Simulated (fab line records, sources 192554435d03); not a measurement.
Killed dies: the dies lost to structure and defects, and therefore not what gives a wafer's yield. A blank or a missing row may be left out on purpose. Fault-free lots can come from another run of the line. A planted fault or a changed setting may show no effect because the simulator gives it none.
Problem report in the 8D (eight disciplines) form, filled by code    flow n5-finfet    the parts of the form that need people (team, actions taken, sign-off) are left out

1. THE ISSUE
At N5_PASSIVATION_PROBE_49, killed_at_M4_up averages 162 over 3 wafers from 2 lots, while fault-free wafers read 13, standard deviation 5.8. Measured from the usual mean, that is +26 standard deviations.
The first sign was on wafer L745.4 at day 14 19:19, on prober-01. At this step, 3 wafers from 2 lots have a number in the record. Rule for "out" (also "out of limits"): further than 4 standard deviations from the usual mean. Any other wafer with a number is counted as sound.

2. WHAT THIS IS AND IS NOT
question                     is                                                                                                    is not
which readings at this step  killed_at_M4_up, defect-limited-yield, killed-dies, sort_bin_5_function, sort-n-pass, sort-yield-pct  killed_at_M0_to_M3, killed-at-contacts, killed-at-front-end, killed-at-other, killed-open, sort_bin_6_memory
which lots                   L745, L747                                                                                            -
which wafers of those lots   all that have a number                                                                                -
read on which tools          prober-01                                                                                             -
when                         from day 14 19:19                                                                                     up to then (0 sound wafers)

3. SUSPECTS, AND WHAT RULES EACH OUT
Counting: a tool stays on the suspect list if, at a process step up to the reading, it processed all lots that are out and no sound lot following the first of them.
- rie-diel-06 at N5_BEOL_M14_ETCH_68 (etches SOC in N2/H2, time 450 s): kept. It ran every lot that is out, first L745 (day 13 19:55), and no sound lot after that.
- prober-01 at N5_PASSIVATION_PROBE_49: kept. It ran every lot that is out, first L745 (day 14 19:19), and no sound lot after that. Its own readings are out on those wafers: defect-limited-yield, killed_at_M4_up, killed-dies, sort_bin_5_function, sort-n-pass, sort-yield-pct.
After counting, rie-diel-06 at N5_BEOL_M14_ETCH_68 and prober-01 at N5_PASSIVATION_PROBE_49 remain.

4. THE CAUSE (what the simulator had put in)
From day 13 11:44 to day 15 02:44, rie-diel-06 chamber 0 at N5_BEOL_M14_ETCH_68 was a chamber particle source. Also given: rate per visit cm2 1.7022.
After counting, 2 suspects remain, this tool included.

5. THE CHAIN OF EFFECTS, in route order
Each row: a reading whose mean over the struck wafers that have a number lies more than 3 standard deviations from the usual. Only readings whose record carries a usual standard deviation are examined. hours: median over the lots of the time between each lot's start at the first step of this table that gives one and its start at this step. sigmas: the change, counted in usual standard deviations.
hours  step                     reading               usual   on struck wafers  change  sigmas
0      N5_PASSIVATION_PROBE_49  defect-limited-yield  91.2 %  80.7              -10.5   -7.5
0      N5_PASSIVATION_PROBE_49  killed_at_M4_up       13      162               +149    +26
0      N5_PASSIVATION_PROBE_49  killed-dies           103     228               +125    +7.8
0      N5_PASSIVATION_PROBE_49  sort_bin_5_function   5.1 %   12.0              +6.9    +7.5
0      N5_PASSIVATION_PROBE_49  sort-n-pass           1077    952               -125    -7.8
0      N5_PASSIVATION_PROBE_49  sort-yield-pct        91.2 %  80.7              -10.5   -7.5
It contains these process steps:
- N5_PASSIVATION_PROBE_49

6. HOW IT WOULD HAVE BEEN CAUGHT EARLIER
In this record no reading fell out of limits until day 14 19:19, 32 hours after the fault had begun at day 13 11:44.
An alarm limit of 4 standard deviations would not have fired on the tool readings at N5_BEOL_M14_ETCH_68 for which the record gives a usual standard deviation, since none of them was out on any struck wafer.
All the lots that are out (2) had begun N5_BEOL_M14_ETCH_68 on rie-diel-06 by day 14 19:19. None of them would have been spared by holding the tool at that moment.
